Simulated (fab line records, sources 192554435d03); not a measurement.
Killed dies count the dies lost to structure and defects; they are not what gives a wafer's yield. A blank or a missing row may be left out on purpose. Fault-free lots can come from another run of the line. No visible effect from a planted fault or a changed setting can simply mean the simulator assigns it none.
Struck lot and sound lot, side by side || flow n5-finfet || 43 steps out of a route of 1938
Sound: these wafers, L165.2, L165.4, L165.5. Struck: wafer L174.5 (left out: L174.1, L174.4 of the same lot, which were not struck); the cause appears at the end.
At each step with rows: each side's tool, then ch and its chambers, then its first start. Under that, the readings that differ: sound wafers || struck wafers || difference of the means || sigmas: that difference in standard deviations of wafers without a fault.
alike: readings whose means differ by less than 2 such deviations, and words and numbers that are the same on both sides. not compared: withheld readings, readings that some wafer has no value for, bounds like >300 that may hide the same value, and numbers for which the record gives no deviation and whose values overlap.
The two part at a step that has a row with sigmas, a row that says differs or no value, or rows on one side only. Numbers that don't overlap but have no deviation are shown without sigmas and don't part them. A reading missing from all wafers of one side parts the sides only when that side holds two or more wafers.

N5_BEOL_M1_ETCH_70: etches SOC in N2/H2, target depth 80 nm, overetch 16 nm, time 120 s.
  sound on rie-diel-02 ch 1,3, day 6 22:15; struck on rie-diel-04 ch 1, day 8 21:07
{"reading": "oes-product-au (a.u.)", "sound": "0.70 0.58 0.71", "struck": 0.52, "difference": -0.14, "sigmas": -2}
  alike: drypump-motor-current-A, rf-vpp-V, showerhead-plenum-p-Torr, throttle-valve-pct
  not compared: rf-hours-counter-h
then, 8 steps without rows for these wafers: N5_BEOL_M1_STRIP_71 (strips in N2/H2); N5_BEOL_M1_STRIP_78 (strips in N2/H2); N5_BEOL_M1_VIA_ETCH_34 (etches the open film in C4F6/O2, target depth 67.8 nm, time 64.4 s); N5_BEOL_M1_STRIP_83 (strips in C4F6/O2); N5_BEOL_M1_STRIP_36 (strips in N2/H2); N5_BEOL_M1_TRENCH_ETCH_37 (etches SiOC in C4F6/O2, target depth 55.207 nm, time 29 s); N5_BEOL_M1_ETCH_41 (etches SiCN in CH3F/O2, target depth 31.9 nm, time 57.8 s); N5_BEOL_M1_STRIP_97 (strips in N2/H2, time 10 s).
N5_BEOL_M1_OCD_MEAS_38:
  sound: ocd-02 at day 6 22:37; struck: ocd-02 at day 8 21:29
  alike: trench-depth-nm
then, 2 steps without rows for these wafers: N5_BEOL_M1_HM_STRIP_39 (strips TiN in peroxide tin strip, target depth 25 nm, time 158 s); N5_BEOL_M1_SRD_40 (time 30 s).
N5_BEOL_M1_PRECLEAN_42: cleans in residue remover, time 60 s.
  sound on wet-bench-03 ch 1,5,7, day 6 22:42; struck on wet-bench-04 ch 1,6,7, day 8 21:35
then, 1 step without rows for these wafers: N5_BEOL_M1_SRD_43 (time 30 s).
N5_BEOL_M1_CD_MEAS_35: target cd 18 nm, target cd y 21 nm.
  sound: cd-sem-01 at day 6 22:46; struck: cd-sem-02 at day 8 21:38
  alike: cd-nm
then, 2 steps without rows for these wafers: N5_BEOL_M1_DEGAS_44 (time 60 s); N5_BEOL_M1_PRE_CLEAN_45 (time 30 s).
N5_BEOL_M1_ALD_84: deposits TaN, pulse time 2 s, purge time 3 s, co reactant purge time 2 s.
  sound on ald-metal-02 ch 2,3, day 6 23:17; struck on ald-metal-03 ch 2, day 8 21:59
  alike: heater-power-w, precursor-vessel-pressure-torr
then, 7 steps without rows for these wafers: N5_BEOL_M1_SURFACE_TREAT_85; N5_BEOL_M1_CVD_47 (deposits Co from CCTBA/H2, target thk 3 nm, time 223.8 s); N5_BEOL_M1_SPUTTER_48 (material Cu, target thk 4.5 nm, time 8.29 s); N5_BEOL_M1_ANNEAL_49 (time 240 s); N5_BEOL_M1_SPUTTER_79 (material Cu, target thk 4.5 nm, time 8.29 s); N5_BEOL_M1_ANNEAL_80 (time 240 s); N5_BEOL_M1_SPUTTER_81 (material Cu, target thk 4.5 nm, time 8.29 s).
N5_BEOL_M1_ANNEAL_82: time 240 s.
  sound: pvd-sputter-01 at day 7 03:50; struck: pvd-sputter-02 at day 8 23:04
  alike: heater-power-w
then, 4 steps without rows for these wafers: N5_BEOL_M1_SPUTTER_86 (material Cu, target thk 4.5 nm, time 8.29 s); N5_BEOL_M1_ANNEAL_87 (time 240 s); N5_BEOL_M1_SPUTTER_88 (material Cu, target thk 4.5 nm, time 8.29 s); N5_BEOL_M1_ANNEAL_89 (time 240 s).
N5_BEOL_M1_SPUTTER_90: material Cu, target thk 4.5 nm, time 8.29 s.
  sound: pvd-sputter-01 at day 7 04:25; struck: pvd-sputter-02 at day 8 23:39
  alike: substrate-temp-c, throttle-valve-pct
then, 1 step without rows for these wafers: N5_BEOL_M1_ANNEAL_91 (time 240 s).
N5_BEOL_M1_SPUTTER_92: material Cu, target thk 4.5 nm, time 8.29 s.
  sound: pvd-sputter-01 at day 7 04:38; struck: pvd-sputter-02 at day 8 23:52
  alike: substrate-temp-c, throttle-valve-pct
then, 7 steps without rows for these wafers: N5_BEOL_M1_ANNEAL_93 (time 240 s); N5_BEOL_M1_SPUTTER_94 (material Cu, target thk 4.5 nm, time 8.29 s); N5_BEOL_M1_ANNEAL_95 (time 240 s); N5_BEOL_M1_SPUTTER_96 (material Cu, target thk 4.5 nm, time 8.29 s); N5_BEOL_M1_ECD_50 (material Cu, target thk 300 nm); N5_BEOL_M1_ANNEAL_51 (time 90 s); N5_BEOL_M1_CMP_52 (polishes, stops on SiOC, t overpolish 6.8 s, target thk 40 nm).
N5_BEOL_M1_THK_MEAS_53: measures by xrf.
  sound: film-metro-01 at day 7 06:11; struck: film-metro-01 at day 9 01:05
{"reading": "M1_THK (nm)", "sound": "35.4 37.9 39.1", "struck": 41.8, "difference": "+4.3", "sigmas": "+2"}
then, 1 step without rows for these wafers: N5_BEOL_M1_PRE_CLEAN_60 (time 15 s).
-- record jumps: 6 days separate the struck wafers' starts on either side; left off in module BEOL_M1, taken up again in module PASSIVATION, whose first shown step is the route's number 1936 --
N5_PASSIVATION_PROBE_49:
  sound: prober-02 at day 13 01:10; struck: prober-01 at day 15 06:36
{"reading": "defect-limited-yield (%)", "sound": "90.2 87.6 89.3", "struck": 82.2, "difference": -6.8, "sigmas": -5}
{"reading": "killed_at_M0_to_M3", "sound": "40 54 47", "struck": 145, "difference": "+98", "sigmas": "+10"}
{"reading": "killed-dies", "sound": "116 146 126", "struck": 210, "difference": "+81", "sigmas": "+4"}
{"reading": "killed-open", "sound": "79 97 76", "struck": 58, "difference": -26, "sigmas": -2}
{"reading": "killed-short", "sound": "37 45 49", "struck": 28, "difference": -16, "sigmas": -2}
{"reading": "sort_bin_5_function (%)", "sound": "5.8 6.5 6.7", "struck": 11.3, "difference": "+5.0", "sigmas": "+5"}
{"reading": "sort-n-pass", "sound": "1064 1034 1054", "struck": 970, "difference": -81, "sigmas": -4}
{"reading": "sort-yield-pct (%)", "sound": "90.2 87.6 89.3", "struck": 82.2, "difference": -6.8, "sigmas": -5}
  alike: killed_at_M4_up, killed-at-contacts, killed-at-front-end, killed-at-other, sort_bin_6_memory

WHERE THEY PART
Last at N5_PASSIVATION_PROBE_49 as far as this record goes, first at N5_BEOL_M1_ETCH_70.

WHY: the cause the simulator had injected
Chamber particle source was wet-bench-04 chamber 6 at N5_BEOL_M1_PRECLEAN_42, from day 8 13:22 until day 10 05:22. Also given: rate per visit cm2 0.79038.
